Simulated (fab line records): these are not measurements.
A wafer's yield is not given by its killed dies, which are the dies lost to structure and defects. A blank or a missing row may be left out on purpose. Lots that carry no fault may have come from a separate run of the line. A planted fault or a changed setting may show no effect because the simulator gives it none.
Struck lot and sound lot, side by side || flow nand harc || 34 out of 1302 route steps
Sound: the wafers L939.2, L939.3, L939.4. Struck: wafer L933.2. (L933.1, L933.3 of the same lot were not struck and are left out.) The cause comes at the end.
At each step with rows: each side's tool, then ch and its chambers, then its first start. Under that, the readings that differ: sound wafers || struck wafers || difference of the means || sigmas: that difference in standard deviations of wafers without a fault.
alike: words and numbers the same on both sides, and readings whose means are apart by under 2 such deviations; not compared: readings that were withheld, readings missing a value for some wafer, numbers with overlapping values and no deviation given by the record, and bounds like >300 which may hide the same value.
A row with sigmas, a row that says differs or no value, or rows on one side alone: a step with any of these is where the two part. Numbers that don't overlap but have no deviation are shown without sigmas and don't part them. Lack of a reading on every wafer of one side parts them only where that side has two or more wafers.

NHARC_P_START_INSPECT_01:
  struck on defect inspect-02, day 7 16:02; sound on defect inspect-02, day 10 04:02
  alike: raw defect count
NHARC_P_ZERO_WELL_PRECLEAN_00: cleans in SPM, time 600 s.
  sound on wet bench-06 ch 5,6,7, day 10 04:09; struck on wet bench-03 ch 3, day 7 16:08
  alike: bath heat duty pct
then, 11 steps without rows for these wafers: NHARC_P_ZERO_WELL_SRD_01; NHARC_P_ZERO_WELL_PECVD_02 (deposits SiO2, target thk 10 nm); NHARC_P_ZERO_WELL_DEHYDRATE_03 (time 120 s); NHARC_P_ZERO_WELL_HMDS_04 (time 30 s); NHARC_P_ZERO_WELL_COAT_64 (time 65 s); NHARC_P_ZERO_WELL_COAT_05 (resist thk 600 nm); NHARC_P_ZERO_WELL_SOFTBAKE_06 (time 70 s); NHARC_P_ZERO_WELL_EBR_07; NHARC_P_ZERO_WELL_EXPOSE_08 (exposes mask P ZERO, target cd 500 nm); NHARC_P_ZERO_WELL_PEB_09 (peb time 80 s); NHARC_P_ZERO_WELL_DEVELOP_10 (time 50 s).
NHARC_P_ZERO_WELL_CD_MEAS_11 targets a cd of 500 nm.
  sound on cd sem-03 ch 0, day 10 05:15; struck on cd sem-02 ch 0, day 7 17:14
  alike: cd nm
then, 1 step without rows for these wafers: NHARC_P_ZERO_WELL_HARDBAKE_12 (time 65 s).
NHARC_P_ZERO_WELL_DESCUM_13: chemistry O2, time 3 s.
  sound on rie diel-04 ch 0,1,2, day 10 05:24; struck on rie diel-06 ch 1, day 7 17:24
  alike: drypump motor current A, oes product au, rf vpp V, showerhead plenum p Torr, throttle valve pct
  not compared: rf hours counter h
NHARC_P_ZERO_WELL_ETCH_65: etches the open film in N2/H2, target depth 80 nm, overetch 24 nm, time 87.88 s.
  sound on rie diel-04 ch 0,1,3, day 10 05:29; struck on rie diel-06 ch 3, day 7 17:29
{"reading": "drypump motor current A (A)", "sound": "5.4 4.9 5.4", "struck": 6.7, "difference": "+1.5", "sigmas": "+2"}
{"reading": "rf hours counter h (h)", "sound": "7 7 6", "struck": 8, "difference": "+1", "sigmas": ""}
  alike: oes product au, rf vpp V, showerhead plenum p Torr, throttle valve pct
NHARC_P_ZERO_WELL_ETCH_62: etches the open film in CHF3/Ar, target depth 13 nm, time 6.5 s.
  sound: rie diel-04 ch 0,2,3; struck: rie diel-06 ch 0
{"reading": "rf hours counter h (h)", "sound": "6 7 8", "struck": 5, "difference": -2, "sigmas": ""}
{"reading": "throttle valve pct (%)", "sound": "20.220 20.214 20.242", "struck": 20.201, "difference": -0.024, "sigmas": -3}
  alike: drypump motor current A, oes product au, rf vpp V, showerhead plenum p Torr
NHARC_P_ZERO_WELL_ETCH_63: etches the open film in HBr/Cl2, target depth 120 nm, time 40.1 s.
  sound on rie si-02 ch 1,2,3, day 10 05:40; struck on rie si-01 ch 2, day 7 17:39
{"reading": "rf hours counter h (h)", "sound": "0.70 0.69 0.63", "struck": 0.73, "difference": "+0.06", "sigmas": ""}
{"reading": "throttle valve pct (%)", "sound": "26.397 26.402 26.393", "struck": 26.420, "difference": "+0.023", "sigmas": "+2"}
  alike: drypump motor current A, oes product au
then, 9 steps without rows for these wafers: NHARC_P_ZERO_WELL_STRIP_15 (strips in SPM, time 900 s); NHARC_P_ZERO_WELL_DEHYDRATE_16 (time 120 s); NHARC_P_ZERO_WELL_HMDS_17 (time 30 s); NHARC_P_ZERO_WELL_COAT_18; NHARC_P_ZERO_WELL_SOFTBAKE_19 (time 95 s); NHARC_P_ZERO_WELL_EBR_20; NHARC_P_ZERO_WELL_EXPOSE_21 (exposes mask P NWELL, target cd 720 nm); NHARC_P_ZERO_WELL_PEB_22 (peb time 85 s); NHARC_P_ZERO_WELL_DEVELOP_23 (time 70 s).
NHARC_P_ZERO_WELL_CD_MEAS_24 targets a cd of 720 nm.
  sound on cd sem-03 ch 0, day 10 06:37; struck on cd sem-02 ch 0, day 7 18:27
  alike: cd nm
then, 1 step without rows for these wafers: NHARC_P_ZERO_WELL_HARDBAKE_25 (time 80 s).
NHARC_P_ZERO_WELL_DESCUM_26: chemistry O2, time 3 s.
  sound on rie diel-07 ch 0,2,3, day 10 06:46; struck on rie diel-07 ch 1, day 7 18:37
{"reading": "rf hours counter h (h)", "sound": "33 37 37", "struck": 4, "difference": -32, "sigmas": ""}
{"reading": "showerhead plenum p Torr (Torr)", "sound": "1.84 1.80 1.80", "struck": 2.00, "difference": "+0.19", "sigmas": "+3"}
  alike: drypump motor current A, oes product au, rf vpp V, throttle valve pct
NHARC_P_ZERO_WELL_INSPECT_43:
  struck on defect inspect-01, day 7 23:57; sound on defect inspect-02, day 10 11:34
{"reading": "raw defect count", "sound": "2 9 6", "struck": 855, "difference": "+849", "sigmas": "+99 or more"}
NHARC_P_STI_INSPECT_11:
  struck on defect inspect-02, day 8 15:11; sound on defect inspect-01, day 11 05:08
{"reading": "raw defect count", "sound": "6 5 5", "struck": 833, "difference": "+828", "sigmas": "+99 or more"}
-- record jumps: 22 days between struck wafers' starts before vs after; left off in module P_STI, resumes in module END, first step shown is number 1302 of the route --
NHARC_END_SORT_01:
  at this point the record logs the struck wafers (prober-02 ch 0, day 30 13:41) and has no rows for the sound ones

WHERE THEY PART
First at NHARC_P_ZERO_WELL_ETCH_65; last, within this record, at NHARC_END_SORT_01.

WHY: what the simulator had put in
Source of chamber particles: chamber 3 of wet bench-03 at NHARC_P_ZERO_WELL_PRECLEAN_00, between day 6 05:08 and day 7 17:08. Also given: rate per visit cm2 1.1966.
